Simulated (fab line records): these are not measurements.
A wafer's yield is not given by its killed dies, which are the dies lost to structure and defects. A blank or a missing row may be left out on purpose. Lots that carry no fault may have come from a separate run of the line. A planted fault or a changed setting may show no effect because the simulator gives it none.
Commonality check across tools + flow nand_harc + 2 lots and 6 wafers in the sample

THE REASON FOR OPENING IT
Flagged at NHARC_END_SORT_01: reading killed_at_periphery, on 1 of 2 lots. No-fault wafers: 4.1, standard deviation 2.4.
Rule: a lot is flagged in two cases, either no wafer of it has a number, or all its wafers with numbers fall more than 4 standard deviations from that mean. All remaining lots are regarded as sound.

| lot  | measured     | on        | killed_at_periphery, wafer by wafer | flag    |
|------|--------------|-----------|-------------------------------------|---------|
| L717 | day 29 00:48 | prober-02 | 6 7 5                               |         |
| L724 | day 32 04:08 | prober-01 | 71 78 69                            | FLAGGED |
On average the flagged lots' numbers are 72.7, which is +68.6 against the usual, or +29 standard deviations.

WHICH TOOL EACH LOT WENT THROUGH
Before the reading, the record contains 4 process steps out of a 1302-step route. Every cell lists first the tool, next ch and the chambers used by the sampled wafers, and last the start.
| lot  | flag    | NHARC_P_M2_PRE_CLEAN_32       | NHARC_THIN_TSV_ETCHBACK_48         | NHARC_THIN_TSV_PVD_19                   | NHARC_THIN_TSV_PVD_51                   |
|------|---------|-------------------------------|------------------------------------|-----------------------------------------|-----------------------------------------|
| L717 |         | pecvd-03 ch 1,2, day 10 22:06 | rie_diel-06 ch 2,3, day 28 08:44   | pvd_sputter-01, day 29 00:48 or earlier | pvd_sputter-01, day 29 00:48 or earlier |
| L724 | FLAGGED | pecvd-04 ch 0,2, day 14 02:28 | rie_diel-01 ch 0,1,3, day 31 12:49 | pvd_sputter-01, day 32 04:08 or earlier | pvd_sputter-01, day 32 04:08 or earlier |
These steps, and what they do:
- NHARC_P_M2_PRE_CLEAN_32: time 12 s.
- NHARC_THIN_TSV_ETCHBACK_48: etches the open film in C4F8/Ar, target depth 1028.5 nm, time 405.17 s.
- NHARC_THIN_TSV_PVD_19: deposits TaN, target thk 20 nm.
- NHARC_THIN_TSV_PVD_51: deposits Cu, target thk 100 nm.
- NHARC_END_SORT_01

FLAGGED OVER TOTAL, TOOL BY TOOL (the gauges that took the reading come last)
| step                       | tool           | lots run | flagged | share of the flagged lots | sound lots run after its first flagged lot |
|----------------------------|----------------|----------|---------|---------------------------|--------------------------------------------|
| NHARC_P_M2_PRE_CLEAN_32    | pecvd-03       | 1        | 0       | none                      | -                                          |
| NHARC_P_M2_PRE_CLEAN_32    | pecvd-04       | 1        | 1       | all                       | 0                                          |
| NHARC_THIN_TSV_ETCHBACK_48 | rie_diel-01    | 1        | 1       | all                       | 0                                          |
| NHARC_THIN_TSV_ETCHBACK_48 | rie_diel-06    | 1        | 0       | none                      | -                                          |
| NHARC_THIN_TSV_PVD_19      | pvd_sputter-01 | 2        | 1       | all                       | 0                                          |
| NHARC_THIN_TSV_PVD_51      | pvd_sputter-01 | 2        | 1       | all                       | 0                                          |
| NHARC_END_SORT_01          | prober-01      | 1        | 1       | all                       | 0                                          |
| NHARC_END_SORT_01          | prober-02      | 1        | 0       | none                      | -                                          |
NHARC_THIN_TSV_PVD_19: start missing for some lots; hours and lot order therefore follow NHARC_END_SORT_01. NHARC_THIN_TSV_PVD_51: start missing for some lots; hours and lot order therefore follow NHARC_END_SORT_01.

WHAT THE TABLE ALLOWS
5 rows of the table ran every flagged lot: pecvd-04 at NHARC_P_M2_PRE_CLEAN_32, rie_diel-01 at NHARC_THIN_TSV_ETCHBACK_48, pvd_sputter-01 at NHARC_THIN_TSV_PVD_19, pvd_sputter-01 at NHARC_THIN_TSV_PVD_51, prober-01 at NHARC_END_SORT_01.
- pecvd-04 at NHARC_P_M2_PRE_CLEAN_32: 1 of its 1 lot flagged. The start can't be narrowed down: in this sample, it ran no sound lot prior to its first flagged lot.
- rie_diel-01 at NHARC_THIN_TSV_ETCHBACK_48: 1 of its 1 lot flagged. The start can't be narrowed down: in this sample, it ran no sound lot prior to its first flagged lot.
- pvd_sputter-01 at NHARC_THIN_TSV_PVD_19 ran 2 lots, 1 of them flagged. A fault beginning between L717 (day 29 00:48), its last sound lot, and L724 (day 32 04:08), its first flagged one, fits the data.
- pvd_sputter-01 at NHARC_THIN_TSV_PVD_51 ran 2 lots, 1 of them flagged. A fault beginning between L717 (day 29 00:48), its last sound lot, and L724 (day 32 04:08), its first flagged one, fits the data.
- prober-01 at NHARC_END_SORT_01: 1 of its 1 lot flagged. The start can't be narrowed down: in this sample, it ran no sound lot prior to its first flagged lot.
A lot count leaves these 4 tools indistinguishable: every one of them fits a fault beginning at some hour. More lots, or a look at what each step does to the wafer, might.

WHAT THE SIMULATOR HAD PUT IN
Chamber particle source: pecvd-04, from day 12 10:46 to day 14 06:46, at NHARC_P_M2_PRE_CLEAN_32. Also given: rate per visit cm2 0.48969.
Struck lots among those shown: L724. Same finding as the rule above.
